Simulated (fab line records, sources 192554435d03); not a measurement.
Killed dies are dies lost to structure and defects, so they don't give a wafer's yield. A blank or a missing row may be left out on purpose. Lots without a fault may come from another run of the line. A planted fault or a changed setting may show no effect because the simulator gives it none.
Which tool did it? | flow n5_finfet | 9 lots, 27 wafers sampled, at 5 steps of a route of 1938

WHAT THE GAUGES READ, wafer by wafer
N5_BEOL_M4_RC_MEAS_101.
lot  | measured     | on        | DIBL_N (mV/V)  | DIBL_P (mV/V)  | IOFF_N (nA/um)    | IOFF_P (nA/um)       | IOFF_P_85C (nA/um) | IOFF_P_LIN (nA/um)   | IOFF_P_LONG (nA/um)        | ION_N (uA/um) | ION_P (uA/um) | SS_N (mV/dec)  | SS_P (mV/dec)  | VT_N (mV)         | VT_N_LVT (mV)     | VT_P (mV)      | VT_P_LONG (mV)
L438 | day 8 08:42  | prober-01 | 35.3 36.7 34.3 | 36.5 38.1 35.1 | 0.138 0.162 0.116 | 0.190 0.215 0.163    | 3.3 3.7 2.9        | 0.091 0.100 0.082    | 0.0001 0.000101 0.000102   | 682 675 674   | 470 464 460   | 70.8 72.0 70.3 | 73.2 73.5 72.9 | 250.0 250.2 257.5 | 98.5 98.0 101.5   | -251 -249 -254 | -278 -275 -279
L440 | day 8 20:08  | prober-01 | 34.5 34.6 34.0 | 35.1 34.9 34.1 | 0.138 0.140 0.121 | 0.196 0.194 0.177    | 3.4 3.4 3.1        | 0.096 0.094 0.089    | 0.000103 9.9e-05 0.000107  | 682 670 664   | 470 465 456   | 70.4 70.7 70.3 | 73.4 72.7 72.9 | 250.0 251.1 253.0 | 101.1 100.3 102.6 | -249 -251 -254 | -275 -274 -277
L443 | day 10 00:17 | prober-02 | 35.7 34.8 33.7 | 36.6 35.9 34.1 | 0.176 0.147 0.128 | 48.752 44.669 39.125 | 349.8 324.8 290.2  | 21.933 20.719 18.854 | 0.020276 0.020492 0.020315 | 682 680 681   | 665 671 662   | 71.8 70.9 70.7 | 72.9 74.0 73.0 | 251.2 250.3 250.1 | 247.5 249.1 250.9 | -98 -99 -99    | -124 -124 -124
L444 | day 10 17:09 | prober-01 | 35.4 36.3 34.9 | 36.0 36.8 35.4 | 0.149 0.161 0.133 | 40.259 41.840 38.044 | 305.0 312.3 288.0  | 19.069 19.265 18.018 | 0.017596 0.017368 0.017314 | 678 689 667   | 662 669 662   | 71.4 71.6 71.3 | 72.9 73.5 73.0 | 248.8 249.3 252.8 | 251.8 246.4 253.3 | -101 -101 -102 | -128 -128 -128
L445 | day 10 17:23 | prober-02 | 35.4 36.1 35.5 | 35.0 35.5 35.5 | 0.155 0.165 0.158 | 49.420 50.914 51.999 | 355.1 370.2 373.5  | 23.254 24.067 24.345 | 0.021628 0.021676 0.02139  | 679 683 671   | 671 676 669   | 71.8 71.8 71.6 | 73.3 73.4 73.4 | 247.3 248.0 248.7 | 247.8 247.7 249.1 | -95 -94 -94    | -120 -122 -122
L450 | day 12 04:12 | prober-01 | 37.0 35.7 39.4 | 35.5 34.1 38.0 | 0.158 0.138 0.196 | 0.207 0.196 0.252    | 3.7 3.5 4.4        | 0.102 0.099 0.118    | 0.00011 0.000111 0.000111  | 678 683 681   | 463 472 469   | 71.4 71.5 71.9 | 73.4 72.2 73.3 | 250.1 250.8 247.5 | 96.3 99.2 94.4    | -250 -245 -245 | -272 -275 -276
L451 | day 12 09:59 | prober-02 | 35.4 34.9 35.6 | 37.3 36.4 37.5 | 0.158 0.147 0.172 | 0.225 0.215 0.238    | 3.9 3.7 4.1        | 0.105 0.102 0.110    | 0.0001 0.000106 0.000106   | 674 675 680   | 462 469 472   | 71.5 71.8 70.5 | 74.0 73.4 73.7 | 251.2 249.0 248.5 | 100.0 99.8 97.7   | -249 -249 -246 | -276 -276 -273
L452 | day 12 01:39 | prober-01 | 37.0 36.3 36.7 | 37.8 37.1 37.1 | 0.187 0.175 0.172 | 0.269 0.266 0.257    | 4.4 4.4 4.3        | 0.121 0.122 0.118    | 0.000115 0.000117 0.000115 | 680 696 686   | 469 479 478   | 71.5 71.9 71.8 | 74.1 73.7 73.1 | 245.6 247.8 245.8 | 97.8 98.4 98.2    | -244 -247 -246 | -273 -270 -272
L453 | day 12 16:52 | prober-01 | 34.9 35.5 35.7 | 35.2 36.2 36.4 | 0.129 0.147 0.152 | 0.162 0.182 0.187    | 2.9 3.2 3.3        | 0.078 0.087 0.088    | 9.2e-05 8.9e-05 9e-05      | 666 669 672   | 449 455 453   | 71.6 71.6 72.4 | 72.5 73.1 73.1 | 256.9 251.4 251.7 | 102.5 99.7 99.0   | -258 -253 -254 | -282 -281 -281

WHICH TOOL RAN EACH LOT (tool, then ch and the chambers of the sampled wafers, then the start)
lot  | N5_SDB_STRIP_21                   | N5_SDB_ETCH_25                    | N5_HKMG_FIN_ALD_74              | N5_HKMG_FIN_ALD_75
L438 | rie_diel-04 ch 0,2,3, day 4 07:53 | rie_diel-02 ch 2,3, day 4 08:32   | ald_hk-02 ch 2,3, day 4 12:50   | ald_hk-02 ch 2,3, day 4 12:55
L440 | rie_diel-01 ch 2,3, day 4 13:29   | rie_diel-01 ch 2,3, day 4 13:48   | ald_hk-01 ch 2,3, day 4 18:31   | ald_hk-01 ch 2,3, day 4 18:35
L443 | rie_diel-02 ch 0,2,3, day 5 11:11 | rie_diel-04 ch 0,3, day 5 11:30   | ald_hk-01 ch 1,2, day 5 17:04   | ald_hk-01 ch 1,2, day 5 17:08
L444 | rie_diel-01 ch 0,3, day 5 15:42   | rie_diel-04 ch 0,3, day 5 16:04   | ald_hk-01 ch 1,2,3, day 5 20:22 | ald_hk-01 ch 1,2,3, day 5 20:27
L445 | rie_diel-02 ch 1,2,3, day 5 16:55 | rie_diel-01 ch 0,1,2, day 5 17:23 | ald_hk-02 ch 2,3, day 5 21:41   | ald_hk-02 ch 2,3, day 5 21:46
L450 | rie_diel-01 ch 0,1,3, day 7 03:37 | rie_diel-01 ch 1,2,3, day 7 03:56 | ald_hk-02 ch 1,2,3, day 7 08:50 | ald_hk-02 ch 1,2,3, day 7 08:55
L451 | rie_diel-02 ch 1,3, day 7 06:59   | rie_diel-01 ch 0,1,3, day 7 07:49 | ald_hk-01 ch 1,3, day 7 12:15   | ald_hk-01 ch 1,3, day 7 12:19
L452 | rie_diel-04 ch 0,1, day 7 12:55   | rie_diel-01 ch 0,1,2, day 7 13:25 | ald_hk-01 ch 1,3, day 7 17:49   | ald_hk-01 ch 1,3, day 7 17:53
L453 | rie_diel-02 ch 1,2,3, day 7 18:25 | rie_diel-02 ch 0,1,3, day 7 18:58 | ald_hk-01 ch 0,2,3, day 8 00:59 | ald_hk-01 ch 0,2,3, day 8 01:03
- N5_SDB_STRIP_21: strips in CF4.
- N5_SDB_ETCH_25: etches SiO2 in C4F6/O2, target depth 10 nm, time 3.3 s.
- N5_HKMG_FIN_ALD_74: deposits La2O3, target thk 0.5 nm, pulse time 6 s, co reactant pulse time 1 s.
- N5_HKMG_FIN_ALD_75: deposits Al2O3, target thk 1 nm, co reactant pulse time 1 s.

WHAT THE TOOLS THEMSELVES READ (means of the sampled wafers that have a number; where no wafer has one, the mark that the record gives instead)
N5_SDB_STRIP_21.
lot  | tool        | chamber_pressure_mTorr (mTorr) | drypump_motor_current_A (A) | oes_product_au (a.u.) | rf_vpp_V (V) | showerhead_plenum_p_Torr (Torr) | throttle_valve_pct (%)
L438 | rie_diel-04 | 50.00                          | 5.6                         | 0.84                  | 271.8        | 1.82                            | 13.53
L440 | rie_diel-01 | 50.04                          | 6.0                         | 0.93                  | 272.7        | 1.85                            | 13.23
L443 | rie_diel-02 | 50.00                          | 5.4                         | 0.74                  | 272.7        | 1.83                            | 13.65
L444 | rie_diel-01 | 50.02                          | 5.4                         | 0.90                  | 272.6        | 1.85                            | 13.28
L445 | rie_diel-02 | 50.03                          | 5.1                         | 0.78                  | 271.3        | 1.82                            | 13.55
L450 | rie_diel-01 | 49.91                          | 5.6                         | 0.82                  | 272.0        | 1.83                            | 13.43
L451 | rie_diel-02 | 49.99                          | 4.8                         | 0.80                  | 271.8        | 1.82                            | 13.67
L452 | rie_diel-04 | 50.01                          | 5.5                         | 0.83                  | 270.6        | 1.77                            | 13.56
L453 | rie_diel-02 | 49.99                          | 5.1                         | 0.76                  | 271.8        | 1.81                            | 13.60

N5_SDB_ETCH_25.
lot  | tool        | chamber_pressure_mTorr (mTorr) | drypump_motor_current_A (A) | oes_ar_750_au (a.u.) | oes_product_au (a.u.) | rf_vpp_V (V) | showerhead_plenum_p_Torr (Torr) | throttle_valve_pct (%)
L438 | rie_diel-02 | 30.023                         | 5.2                         | 0.77                 | 0.76                  | 674          | 2.93                            | 21.06
L440 | rie_diel-01 | 29.994                         | 5.8                         | 0.94                 | 0.95                  | 665          | 2.87                            | 20.92
L443 | rie_diel-04 | 29.980                         | 5.7                         | 0.78                 | 0.78                  | 661          | 2.85                            | 21.21
L444 | rie_diel-04 | 29.992                         | 5.6                         | 0.83                 | 0.83                  | 660          | 2.87                            | 21.18
L445 | rie_diel-01 | 30.007                         | 5.8                         | 0.84                 | 0.84                  | 677          | 2.99                            | 21.02
L450 | rie_diel-01 | 30.038                         | 5.9                         | 0.82                 | 0.83                  | 669          | 2.91                            | 21.04
L451 | rie_diel-01 | 30.005                         | 5.6                         | 0.82                 | 0.83                  | 672          | 2.91                            | 21.05
L452 | rie_diel-01 | 30.018                         | 5.8                         | 0.82                 | 0.83                  | 677          | 2.98                            | 21.04
L453 | rie_diel-02 | 30.008                         | 5.1                         | 0.76                 | 0.75                  | 667          | 2.92                            | 21.34

N5_HKMG_FIN_ALD_74.
lot  | tool      | heater_power_w (W) | precursor_pulse_height_rel
L438 | ald_hk-02 | 360                | 1.000
L440 | ald_hk-01 | 338                | 0.985
L443 | ald_hk-01 | -                  | -
L444 | ald_hk-01 | -                  | -
L445 | ald_hk-02 | -                  | -
L450 | ald_hk-02 | 377                | 0.984
L451 | ald_hk-01 | 325                | 1.010
L452 | ald_hk-01 | 321                | 1.016
L453 | ald_hk-01 | 355                | 1.018

N5_HKMG_FIN_ALD_75.
lot  | tool      | heater_power_outer_w (W) | heater_power_w (W) | precursor_pulse_height_rel
L438 | ald_hk-02 | 85                       | 157                | 1.019
L440 | ald_hk-01 | 82                       | 148                | 1.011
L443 | ald_hk-01 | 80                       | 150                | 0.974
L444 | ald_hk-01 | 80                       | 149                | 0.983
L445 | ald_hk-02 | 90                       | 170                | 1.012
L450 | ald_hk-02 | 88                       | 163                | 1.007
L451 | ald_hk-01 | 75                       | 142                | 0.996
L452 | ald_hk-01 | 76                       | 140                | 0.988
L453 | ald_hk-01 | 83                       | 155                | 0.995

THE ANSWER, worked out from the rows above alone
Rule: what is usual is taken from the lots themselves. Put in order of their means at a reading, lots are off if they are a third of the lots or fewer, leave a main group of 4 or more, and stand apart from it by a gap of 3 or more times the standard deviation of the main group's means; of several such gaps the widest counts. A main group whose means are all the same, to the digits that the tables above print for the reading, isn't used. A lot without any number at a reading at which 4 lots or more have one is off too. The other lots that the step has rows for count as sound. The gauges are gone through in route order, then the tools' own readings, and for those a lot's mean is taken as printed above. The first step at which some lot is off is used, and at that step the reading that is off furthest; a lot without a number counts as furthest.
Off: L443, L444, L445, at N5_BEOL_M4_RC_MEAS_101 (IOFF_P_LONG). The main group: mean 0.000104 nA/um, standard deviation 7.9e-06.
A tool fits if, at a process step before that reading, it ran every lot that is off, and no sound lot after the first of them. The gauges at N5_BEOL_M4_RC_MEAS_101 aren't tried: what is off there is off at N5_HKMG_FIN_ALD_74 too, on other tools, and a gauge's error can't cause that. None of those tried fits.

WHAT THE SIMULATOR HAD PUT IN
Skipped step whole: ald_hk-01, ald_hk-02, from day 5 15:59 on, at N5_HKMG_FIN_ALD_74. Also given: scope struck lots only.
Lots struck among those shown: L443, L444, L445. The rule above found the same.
